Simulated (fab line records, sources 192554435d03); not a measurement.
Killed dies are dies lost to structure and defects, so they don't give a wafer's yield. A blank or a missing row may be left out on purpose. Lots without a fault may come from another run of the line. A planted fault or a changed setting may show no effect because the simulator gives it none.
Chamber matching | flow n5_finfet | N5_BEOL_M9_VIA_ETCH_34 on rie_diel-05: 4 sister chambers
The step etches SiCOH lowk in C4F6/O2, target depth 182.4 nm, time 68.4 s. 4 wafers are shown with their chamber, then 8 later ones without.

WAFERS WITH THEIR CHAMBER
wafer  | chamber | drypump_motor_current_A (A)
L081.5 | 0       | 5.8
L085.5 | 3       | 4.7
L086.5 | 2       | 6.3
L093.1 | 1       | 5.2

WAFERS WITHOUT THEIR CHAMBER
wafer  | drypump_motor_current_A (A)
L093.3 | 4.7
L093.5 | 6.3
L091.1 | 5.2
L091.2 | 5.8
L091.4 | 4.7
L097.3 | 6.3
L097.5 | 5.9
L097.6 | 5.2

WHICH CHAMBER EACH WENT THROUGH
wafer  | from the rows above | in truth
L093.3 | 3                   | 3
L093.5 | 2                   | 2
L091.1 | 1                   | 1
L091.2 | 0                   | 0
L091.4 | 3                   | 3
L097.3 | 2                   | 2
L097.5 | 0                   | 0
L097.6 | 1                   | 1
Placed correctly: 8 of 8. Can't be placed from these rows: 0. Placed wrongly: 0.
How it was worked out, from the rows above alone: a wafer's distance from a chamber is the root of the sum, over the readings, of the square of ((its reading less the chamber's mean) divided by the reading's scatter). The wafer belongs to the nearest chamber; if the next one is less than 2 further off, it can't be placed. A chamber's mean is the mean of its shown wafers. The scatter: with one shown wafer a chamber, the root of the mean of the squares of how far each hidden wafer lies from its nearest shown one.
